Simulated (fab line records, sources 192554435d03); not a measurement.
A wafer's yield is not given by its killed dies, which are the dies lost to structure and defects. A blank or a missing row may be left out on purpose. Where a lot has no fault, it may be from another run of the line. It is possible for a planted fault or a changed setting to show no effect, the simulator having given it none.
fab line records	flow n5Finfet	part 2 of 2: steps 22 to 30 of 30
record lots=5	wafers=15	lastDay=18
route steps=1938 shown BEOL_M1@778
lots that met no fault: taken from a fault-free run of the same line
startH: the number of hours between the record's first day and the start of the first shown wafer of the lot	waitH: how many hours have passed since the lot's step before this one	" same as the row above	L1.1+2: one row covering several wafers at once	- value missing, or start not given	* or withheld: withheld	< > ~ a bound
route shown NAME@n: a module of which the file shows steps, and the number in the route of the first	usual: mean/standard deviation of fault-free wafers	same: alike in all rows	chamber/n: place in a boat	sites: the reading at each site	_std_site: the values' standard deviation	_edge_site: the outer-site mean with the inner-site mean subtracted	radiusMm: for every site, how far away it sits from the centre of the wafer	mask NAME#n: copy n	behind: the last tool/chamber to shape the wafer	hold: why the lot was held/for how many hours/how that ended	device: the transistor (n, p or np) that didn't switch	end of line: the route-end tests of the same wafers	step lacking rows: just its recipe	killed: dies lost to structure and defects at the first sort, not the wafer's yield	map: dies across one wafer; x = killed, . = not, _ = none there
set.NAME: the run value of the setting; set.NAME@STEP: its run value at that earlier step	model.NAME: the simulator's own value behind a step, which no gauge read
certain route steps with their lots: each step a table, each wafer a row
services: from which hour (startH, from the record's first day; less than 0 if before it) a tool's chamber was out of use, for how many hours, and why
## steps
# step N5_BEOL_M1_STRIP_36
# recipe chemistry=N2/H2	powerW=450	tempC=40	pressureMtorr=20	rfFrequencyHz=6e+07	overashFraction=0.3	biasPowerW=7	h2Frac=0.5	n2FlowSccm=200	h2FlowSccm=200
# usual drypumpMotorCurrentA=6.0/0.34	oesProductAu=0.78/0.069	rfVppV=58.9/1.3	showerheadPlenumPTorr=2.52/0.1	throttleValvePct=23.71/0.29
lot.wafer	tool	chamber	startH	waitH	drypumpMotorCurrentA	oesProductAu	rfHoursCounterH	rfVppV	showerheadPlenumPTorr	throttleValvePct
L076.1	rieDiel-02	0	144.12	0.0	6.4	0.69	221	57.6	2.62	23.69
L076.4	"	3	"	"	5.3	0.83	63	60.0	2.47	23.63
L076.6	"	0	"	"	6.5	0.70	-	57.3	2.62	23.68
L078.2	rieDiel-02	2	159.60	0.0	6.8	0.71	211	58.4	2.41	23.71
L078.4	"	0	"	"	6.5	0.69	226	59.2	2.61	23.68
L078.5	"	0	"	"	6.5	0.69	-	59.3	2.61	23.70
L081.1	rieDiel-02	3	170.15	0.0	5.3	0.83	71	59.5	2.47	23.65
L081.3	"	1	"	"	5.9	0.81	96	58.6	2.46	23.71
L081.5	"	1	"	"	5.9	0.82	-	57.9	2.46	23.68
L083.1	rieDiel-03	0	183.99	0.0	5.8	0.83	69	59.6	2.57	24.06
L083.3	"	1	"	"	6.2	0.77	130	57.0	2.34	23.63
L083.5	"	2	"	"	5.9	0.70	-	57.4	2.52	23.98
L097.1	rieDiel-03	1	270.01	0.0	6.2	0.76	155	57.1	2.33	23.64
L097.3	"	3	"	"	5.6	0.81	76	61.5	2.68	23.15
L097.6	"	2	"	"	5.9	0.69	-	56.7	2.51	24.04
# step N5_BEOL_M1_TRENCH_ETCH_37
# recipe chemistry=C4F6/O2	targetDepthA=552.07	target=SiOC	timeS=29	ionEnergyEv=250	pressureMtorr=30	sourceW=355	biasW=185	Ar_flow_sccm=300	C4F6_flow_sccm=10	O2_flow_sccm=10
# usual drypumpMotorCurrentA=6.0/0.34	oesProductAu=0.78/0.069	rfVppV=667/7.4	showerheadPlenumPTorr=2.82/0.11	throttleValvePct=20.90/0.25
lot.wafer	tool	chamber	startH	waitH	drypumpMotorCurrentA	oesProductAu	rfHoursCounterH	rfVppV	showerheadPlenumPTorr	throttleValvePct
L076.1	rieDiel-02	0	-	-	6.5	0.70	221	672	2.93	20.90
L076.4	"	3	"	"	5.3	0.85	63	665	2.77	20.94
L076.6	"	0	"	"	6.5	0.70	-	674	2.93	20.90
L078.2	rieDiel-02	2	-	-	6.8	0.72	211	668	2.71	21.00
L078.4	"	0	"	"	6.5	0.69	226	673	2.93	20.92
L078.5	"	0	"	"	6.5	0.69	-	674	2.93	20.91
L081.1	rieDiel-02	3	-	-	5.3	0.83	71	664	2.77	20.94
L081.3	"	1	"	"	5.9	0.81	96	658	2.77	20.84
L081.5	"	1	"	"	5.9	0.81	-	659	2.77	20.84
L083.1	rieDiel-03	0	-	-	5.9	0.81	69	671	2.87	20.97
L083.3	"	1	"	"	6.2	0.76	130	662	2.63	20.76
L083.5	"	2	"	"	5.9	0.70	-	674	2.83	21.25
L097.1	rieDiel-03	1	-	-	6.2	0.75	155	660	2.62	20.80
L097.3	"	3	"	"	5.6	0.81	76	679	3.00	20.40
L097.6	"	2	"	"	5.9	0.68	-	672	2.82	21.28
# step N5_BEOL_M1_ETCH_41
# recipe chemistry=CH3F/O2	target=SiCN	targetDepthA=319	taperDeg=2	timeS=57.8	ionEnergyEv=120	maskMaterial=TiN	pressureMtorr=30	sourceW=395	biasW=75	Ar_flow_sccm=150	CH3F_flow_sccm=30	O2_flow_sccm=20
# usual drypumpMotorCurrentA=5.9/0.34	oesProductAu=0.78/0.066	rfVppV=296.9/1.8	showerheadPlenumPTorr=1.98/0.081	throttleValvePct=16.37/0.24
lot.wafer	tool	chamber	startH	waitH	drypumpMotorCurrentA	oesProductAu	rfHoursCounterH	rfVppV	showerheadPlenumPTorr	throttleValvePct
L076.1	rieDiel-02	0	-	-	6.5	0.69	221	298.8	2.06	16.41
L076.4	"	3	"	"	5.3	0.84	63	294.7	1.94	16.37
L076.6	"	0	"	"	6.5	0.69	-	299.0	2.06	16.43
L078.2	rieDiel-02	2	-	-	6.7	0.71	211	296.2	1.90	16.51
L078.4	"	0	"	"	6.5	0.68	226	298.4	2.06	16.43
L078.5	"	0	"	"	6.5	0.69	-	298.3	2.06	16.42
L081.1	rieDiel-02	3	-	-	5.3	0.83	71	297.1	1.94	16.37
L081.3	"	1	"	"	5.9	0.82	96	297.6	1.94	16.30
L081.5	"	1	"	"	5.9	0.82	-	296.2	1.94	16.27
L083.1	rieDiel-03	0	-	-	5.8	0.83	69	298.7	2.02	16.42
L083.3	"	1	"	"	6.2	0.77	130	294.8	1.84	16.25
L083.5	"	2	"	"	6.0	0.71	-	295.4	1.99	16.70
L097.1	rieDiel-03	1	-	-	6.1	0.75	155	294.6	1.83	16.30
L097.3	"	3	"	"	5.6	0.80	76	299.3	2.11	15.89
L097.6	"	2	"	"	5.9	0.68	-	297.4	1.98	16.76
# step N5_BEOL_M1_STRIP_97
# recipe chemistry=N2/H2	timeS=10	powerW=450	tempC=40	pressureMtorr=20	rfFrequencyHz=6e+07	biasPowerW=7	n2FlowSccm=200	h2FlowSccm=200
# usual drypumpMotorCurrentA=6.0/0.34	oesProductAu=0.78/0.067	rfVppV=59.1/0.9	showerheadPlenumPTorr=2.51/0.1	throttleValvePct=23.71/0.29
lot.wafer	tool	chamber	startH	waitH	drypumpMotorCurrentA	oesProductAu	rfHoursCounterH	rfVppV	showerheadPlenumPTorr	throttleValvePct
L076.1	rieDiel-02	0	-	-	6.5	0.69	221	59.4	2.62	23.69
L076.4	"	3	"	"	5.3	0.84	63	58.7	2.47	23.64
L076.6	"	0	"	"	6.5	0.69	-	57.5	2.62	23.69
L078.2	rieDiel-02	2	-	-	6.7	0.71	211	59.6	2.41	23.69
L078.4	"	0	"	"	6.4	0.70	226	59.8	2.61	23.69
L078.5	"	0	"	"	6.5	0.70	-	59.6	2.61	23.70
L081.1	rieDiel-02	3	-	-	5.3	0.84	71	58.3	2.47	23.64
L081.3	"	1	"	"	5.9	0.81	96	59.9	2.46	23.71
L081.5	"	1	"	"	5.9	0.80	-	58.2	2.46	23.70
L083.1	rieDiel-03	0	-	-	5.9	0.83	69	59.7	2.57	24.07
L083.3	"	1	"	"	6.2	0.77	130	58.2	2.34	23.62
L083.5	"	2	"	"	5.9	0.69	-	59.4	2.52	23.99
L097.1	rieDiel-03	1	-	-	6.2	0.75	155	58.6	2.33	23.66
L097.3	"	3	"	"	5.6	0.80	76	59.4	2.68	23.17
L097.6	"	2	"	"	5.9	0.67	-	59.3	2.51	24.03
# step N5_BEOL_M1_OCD_MEAS_38
# usual trenchDepthNm=54.9/0.88
lot.wafer	tool	chamber	startH	waitH	trenchDepthNm
L076.1	ocd-01	-	144.32	-	54.1
L076.4	"	-	"	"	55.9
L076.6	"	-	"	"	55.2
L078.2	ocd-01	-	159.79	-	55.5
L078.4	"	-	"	"	54.7
L078.5	"	-	"	"	54.5
L081.1	ocd-02	-	170.35	-	55.8
L081.3	"	-	"	"	56.1
L081.5	"	-	"	"	55.0
L083.1	ocd-02	-	184.18	-	54.7
L083.3	"	-	"	"	54.3
L083.5	"	-	"	"	54.8
L097.1	ocd-01	-	270.21	-	53.8
L097.3	"	-	"	"	55.3
L097.6	"	-	"	"	55.3
# step N5_BEOL_M1_HM_STRIP_39
# recipe chemistry=peroxideTinStrip	material=TiN	targetDepthA=250	tempC=50	timeS=158
lot.wafer	tool	chamber	startH	waitH
L076.1+4+6	wetBench-04	3,1,6	144.35	0.0
L078.2+4+5	wetBench-02	0,5,2	159.83	0.0
L081.1+3+5	wetBench-03	1,6,7	170.38	0.0
L083.1+3+5	wetBench-04	2,0,7	184.22	0.0
L097.1+3+6	wetBench-02	3,7,6	270.24	0.0
# step N5_BEOL_M1_SRD_40
# recipe timeS=30	tempC=23	rinseLiquid=diw	dry=ipaMarangoni
# usual doSupplyPpb=10.01/0.1
lot.wafer	tool	chamber	startH	waitH	doSupplyPpb
L076.1	wetBench-04	3	144.39	0.0	9.98
L076.4	"	1	"	"	9.91
L076.6	"	6	"	"	10.17
L078.2	wetBench-02	0	159.87	0.0	9.99
L078.4	"	5	"	"	10.00
L078.5	"	2	"	"	10.14
L081.1	wetBench-03	1	170.42	0.0	10.02
L081.3	"	6	"	"	10.14
L081.5	"	7	"	"	10.05
L083.1	wetBench-04	2	184.27	0.0	9.75
L083.3	"	0	"	"	9.95
L083.5	"	7	"	"	9.89
L097.1	wetBench-02	3	270.28	0.0	10.09
L097.3	"	7	"	"	10.09
L097.6	"	6	"	"	9.97
# step N5_BEOL_M1_PRECLEAN_42
# recipe chemistry=residueRemover	timeS=60	tempC=40
lot.wafer	tool	chamber	startH	waitH
L076.1+4+6	wetBench-04	3,1,6	144.41	0.0
L078.2+4+5	wetBench-02	0,5,2	159.89	0.0
L081.1+3+5	wetBench-03	1,6,7	170.44	0.0
L083.1+3+5	wetBench-04	2,0,7	184.29	0.0
L097.1+3+6	wetBench-02	3,7,6	270.30	0.0
# step N5_BEOL_M1_SRD_43
# recipe timeS=30	tempC=23	rinseLiquid=diw	dry=ipaMarangoni
# usual doSupplyPpb=10.00/0.11
lot.wafer	tool	chamber	startH	waitH	doSupplyPpb
L076.1	wetBench-04	3	144.43	0.0	10.03
L076.4	"	1	"	"	10.04
L076.6	"	6	"	"	10.05
L078.2	wetBench-02	0	159.91	0.0	9.69
L078.4	"	5	"	"	9.93
L078.5	"	2	"	"	9.90
L081.1	wetBench-03	1	170.46	0.0	9.96
L081.3	"	6	"	"	10.16
L081.5	"	7	"	"	9.91
L083.1	wetBench-04	2	184.30	0.0	9.86
L083.3	"	0	"	"	10.17
L083.5	"	7	"	"	9.99
L097.1	wetBench-02	3	270.32	0.0	9.87
L097.3	"	7	"	"	10.05
L097.6	"	6	"	"	10.25
## services
tool	chamber	startH	hours	kind
euvScanner-01	-	119.06	5.3	repair
euvScanner-01	-	124.37	4.6	pm
aldSin-03	-	132.20	2.8	pm
aldSin-04	2	143.47	6.4	repair
euvScanner-02	-	151.20	4.6	pm
euvScanner-02	-	164.11	1.0	pm
aldSin-04	3	165.82	4.6	repair
aldSin-04	-	176.75	14.0	pm
euvScanner-01	-	182.38	1.0	pm
rieDiel-01	2	187.71	-	clean
rieDiel-01	2	187.71	-	consumableReplace:focusRing
rieDiel-01	2	187.71	28.1	scheduledDown
euvScanner-01	-	209.66	0.4	repair
aldSin-04	0	211.37	2.3	repair
euvScanner-02	-	215.58	12.9	repair
euvScanner-02	-	228.49	1.0	pm
rieDiel-01	3	229.61	8.4	repair
euvScanner-01	-	238.53	1.0	pm
wetBench-03	-	249.59	3.8	repair
rieDiel-03	2	257.83	5.3	repair
rieDiel-02	0	263.58	-	clean
rieDiel-02	0	263.58	-	consumableReplace:focusRing
rieDiel-02	0	263.58	23.1	scheduledDown
rieDiel-02	0	263.58	23.1	ventCycle
